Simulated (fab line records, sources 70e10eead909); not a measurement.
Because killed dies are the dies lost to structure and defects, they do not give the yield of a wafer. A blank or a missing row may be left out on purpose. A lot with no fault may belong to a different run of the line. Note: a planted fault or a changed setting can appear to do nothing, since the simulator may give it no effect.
Which of the tools did it? -- flow nand harc -- 36 wafers from 12 lots sampled at 5 of the route's 1159 steps

== WHAT THE GAUGES SHOWED, per wafer ==
NHARC_END_SORT_01. Usual: killed at array 26, standard deviation 9; killed at other 0.8, standard deviation 1.2; killed at periphery 3.2, standard deviation 2.3; killed dies 30, standard deviation 9.1; killed open 3.5, standard deviation 2; killed short 1.8, standard deviation 1.4.
lot,measured,on,killed at array,killed at other,killed at periphery,killed dies,killed open,killed short,flag
L732,day 22 17:58,prober-01,42 287 42,1 0 0,2 2 2,45 289 44,4 2 5,2 4 1,OFF
L735,day 23 14:46,prober-01,28 300 310,0 0 1,3 1 5,31 301 316,4 2 5,1 1 0,OFF

== TOOL THAT RAN EACH LOT (tool first, then ch and the chambers of the sampled wafers, then the start) ==
lot,NHARC_A_STAIRCASE_ETCH_15,NHARC_A_STAIRCASE_TRIM_16,NHARC_A_STAIRCASE_ETCH_19,NHARC_A_STAIRCASE_ETCH_21
L719,"rie diel-06 ch 1,2,3, day 10 17:06 or earlier","rie diel-06 ch 1,3, day 10 17:06 or earlier","rie diel-06 ch 0,2,3, day 10 17:06","rie diel-06 ch 0,2, no start"
L718,"rie diel-02 ch 1,3, day 10 18:54 or earlier","rie diel-02 ch 1,3, day 10 18:54 or earlier","rie diel-02 ch 1,2, day 10 18:54","rie diel-06 ch 1,2,3, no start"
L720,"rie diel-02 ch 1,3, day 11 13:07 or earlier","rie diel-02 ch 0,1,2, day 11 13:07 or earlier","rie diel-02 ch 0,1, day 11 13:07","rie diel-02 ch 0,2,3, no start"
L721,"rie diel-02 ch 1,3, day 11 16:03 or earlier","rie diel-02 ch 1,2, day 11 16:03 or earlier","rie diel-02 ch 1,3, day 11 16:03","rie diel-06 ch 1,3, no start"
L723,"rie diel-02 ch 0,1,2, day 12 02:06 or earlier","rie diel-02 ch 1,2,3, day 12 02:06 or earlier","rie diel-02 ch 0,1,2, day 12 02:06","rie diel-02 ch 1,2, no start"
L726,"rie diel-06 ch 0,1,2, day 12 22:47 or earlier","rie diel-06 ch 0,2, day 12 22:47 or earlier","rie diel-06 ch 0,2, day 12 22:47","rie diel-06 ch 2,3, no start"
L732,"rie diel-06 ch 0,1, day 14 13:31 or earlier","rie diel-06 ch 0,2,3, day 14 13:31 or earlier","rie diel-06 ch 1,3, day 14 13:31","rie diel-06 ch 0,2, day 22 17:58 or earlier"
L734,"rie diel-07 ch 1,2,3, day 14 22:46 or earlier","rie diel-07 ch 2,3, day 14 22:46 or earlier","rie diel-07 ch 2,3, day 14 22:46","rie diel-06 ch 0,3, no start"
L735,"rie diel-06 ch 0,1,2, day 15 04:16 or earlier","rie diel-06 ch 0,1,2, day 15 04:16 or earlier","rie diel-06 ch 0,1,2, day 15 04:16","rie diel-07 ch 0,1,3, day 23 14:46 or earlier"
L736,"rie diel-07 ch 1,2,3, day 15 11:32 or earlier","rie diel-07 ch 0,2, day 15 11:32 or earlier","rie diel-07 ch 0,1, day 15 11:32","rie diel-07 ch 0,2,3, no start"
L738,"rie diel-02 ch 1,2, day 15 22:17 or earlier","rie diel-02 ch 1,2,3, day 15 22:17 or earlier","rie diel-02 ch 1,2, day 15 22:17","rie diel-02 ch 1,2, no start"
L739,"rie diel-07 ch 0,1,3, day 16 12:52 or earlier","rie diel-07 ch 0,2,3, day 16 12:52 or earlier","rie diel-07 ch 0,2,3, day 16 12:52","rie diel-06 ch 0,2,3, no start"
- NHARC_A_STAIRCASE_ETCH_15: etches the open film in C4F8/O2, target depth 100 nm, time 40.5 s.
- NHARC_A_STAIRCASE_TRIM_16: chemistry O2, time 211.2 s.
- NHARC_A_STAIRCASE_ETCH_19: etches the open film in C4F8/O2, target depth 100 nm, time 40.5 s.
- NHARC_A_STAIRCASE_ETCH_21: etches the open film in C4F8/O2, target depth 100 nm, time 40.5 s.

== AS READ BY THE TOOLS THEMSELVES (means over the sampled wafers that have a number; for cases with no such wafer, the mark the record gives instead) ==
NHARC_A_STAIRCASE_ETCH_15. Usual: chamber pressure mTorr 24.998 mTorr, standard deviation 0.026; oes product au 0.940 a.u., standard deviation 0.012; rf vpp V 896 V, standard deviation 5.3.
lot,tool,chamber pressure mTorr (mTorr),oes product au (a.u.),rf vpp V (V),flag
L719,rie diel-06,24.987,0.936,897,
L718,rie diel-02,24.997,0.931,891,
L720,rie diel-02,25.001,0.945,892,
L721,rie diel-02,25.011,0.935,896,
L723,rie diel-02,24.990,0.936,896,
L726,rie diel-06,24.988,0.937,894,
L732,rie diel-06,24.998,0.949,893,
L734,rie diel-07,24.990,0.940,900,
L735,rie diel-06,25.038,0.935,894,
L736,rie diel-07,24.991,0.940,900,
L738,rie diel-02,24.999,0.951,899,
L739,rie diel-07,25.001,0.943,898,

NHARC_A_STAIRCASE_TRIM_16. Usual: chamber pressure mTorr 60.00 mTorr, standard deviation 0.053; drypump motor current A 6.1 A, standard deviation 0.37; oes product au 0.998 a.u., standard deviation 0.01; rf vpp V 57.7 V, standard deviation 1.1; showerhead plenum p Torr 3.55 Torr, standard deviation 0.14; throttle valve pct 17.036 %, standard deviation 0.01.
lot,tool,chamber pressure mTorr (mTorr),drypump motor current A (A),oes product au (a.u.),rf vpp V (V),showerhead plenum p Torr (Torr),throttle valve pct (%),flag
L719,rie diel-06,59.95,5.9,0.995,57.9,3.58,17.042,
L718,rie diel-02,60.02,6.1,0.997,57.3,3.42,17.027,
L720,rie diel-02,59.99,6.2,0.990,57.4,3.52,17.034,
L721,rie diel-02,60.01,6.5,0.989,58.1,3.63,17.028,
L723,rie diel-02,59.95,6.3,0.989,58.2,3.52,17.034,
L726,rie diel-06,59.97,6.4,0.994,56.7,3.51,17.035,
L732,rie diel-06,60.01,6.2,0.996,58.8,3.51,17.033,
L734,rie diel-07,59.97,5.7,0.991,57.4,3.70,17.037,
L735,rie diel-06,59.94,6.3,1.005,57.3,3.48,17.042,
L736,rie diel-07,60.00,6.1,1.001,58.2,3.72,17.031,
L738,rie diel-02,59.93,6.3,1.005,57.3,3.68,17.049,
L739,rie diel-07,59.99,5.9,0.999,57.9,3.69,17.037,

NHARC_A_STAIRCASE_ETCH_19. Usual: chamber pressure mTorr 25.000 mTorr, standard deviation 0.023; oes product au 0.944 a.u., standard deviation 0.012; rf vpp V 896 V, standard deviation 5.4.
lot,tool,chamber pressure mTorr (mTorr),oes product au (a.u.),rf vpp V (V),flag
L719,rie diel-06,25.000,0.945,895,
L718,rie diel-02,25.002,0.946,900,
L720,rie diel-02,24.994,0.949,897,
L721,rie diel-02,24.987,0.934,891,
L723,rie diel-02,25.002,0.938,895,
L726,rie diel-06,25.002,0.945,896,
L732,rie diel-06,25.017,0.992,896,OFF
L734,rie diel-07,24.979,0.943,902,
L735,rie diel-06,24.997,1.043,894,OFF
L736,rie diel-07,25.009,0.949,897,
L738,rie diel-02,25.030,0.954,899,
L739,rie diel-07,24.993,0.947,901,

NHARC_A_STAIRCASE_ETCH_21. Usual: chamber pressure mTorr 24.998 mTorr, standard deviation 0.022; oes product au 0.944 a.u., standard deviation 0.015; rf vpp V 896 V, standard deviation 4.8.
lot,tool,chamber pressure mTorr (mTorr),oes product au (a.u.),rf vpp V (V),flag
L719,rie diel-06,24.984,0.945,893,
L718,rie diel-06,24.992,0.966,898,
L720,rie diel-02,24.995,0.940,892,
L721,rie diel-06,24.981,0.946,898,
L723,rie diel-02,24.990,0.932,900,
L726,rie diel-06,25.012,0.945,898,
L732,rie diel-06,24.998,0.935,895,
L734,rie diel-06,25.018,0.942,892,
L735,rie diel-07,24.998,0.940,899,
L736,rie diel-07,25.012,0.930,903,
L738,rie diel-02,24.996,0.948,899,
L739,rie diel-06,25.009,0.920,895,

== THE ANSWER, worked out from the rows above alone ==
Rule: take the mean of a lot's wafers that have a number; if it is more than 3 standard deviations from the usual mean, the lot is off. Also off: a lot with no number at a reading for which 4 or more lots have one. The other lots that the step has rows for count as sound. First the gauges in route order, then the tools' own readings, where a lot's mean is used as printed above. The first step at which some lot is off is used, and at that step the reading that is off furthest; a lot without a number counts as furthest.
Off: L732, L735 (NHARC_END_SORT_01, killed at array). Neither off nor sound, because the step has no rows for them: L719, L718, L720, L721, L723, L726, L734, L736, L738, L739.
If a tool, at a process step before that reading, ran all the lots that are off and no sound lot after the first of them, it fits. Not tried: the gauges at NHARC_END_SORT_01; whatever is off there is also off at NHARC_A_STAIRCASE_ETCH_19, on other tools, and gauge error can't account for it. NHARC_A_STAIRCASE_ETCH_15: start missing for some lots; hours and lot order therefore follow NHARC_A_STAIRCASE_ETCH_19. NHARC_A_STAIRCASE_TRIM_16: start missing for some lots; hours and lot order therefore follow NHARC_A_STAIRCASE_ETCH_19. NHARC_A_STAIRCASE_ETCH_21: start missing for some lots; hours and lot order therefore follow NHARC_END_SORT_01. One fits: rie diel-06 at NHARC_A_STAIRCASE_ETCH_15 and NHARC_A_STAIRCASE_TRIM_16 and NHARC_A_STAIRCASE_ETCH_19. It ran no sound lot before its first lot that is off in this sample, so the start can't be narrowed down.

== WHAT HAD BEEN PUT IN BY THE SIMULATOR ==
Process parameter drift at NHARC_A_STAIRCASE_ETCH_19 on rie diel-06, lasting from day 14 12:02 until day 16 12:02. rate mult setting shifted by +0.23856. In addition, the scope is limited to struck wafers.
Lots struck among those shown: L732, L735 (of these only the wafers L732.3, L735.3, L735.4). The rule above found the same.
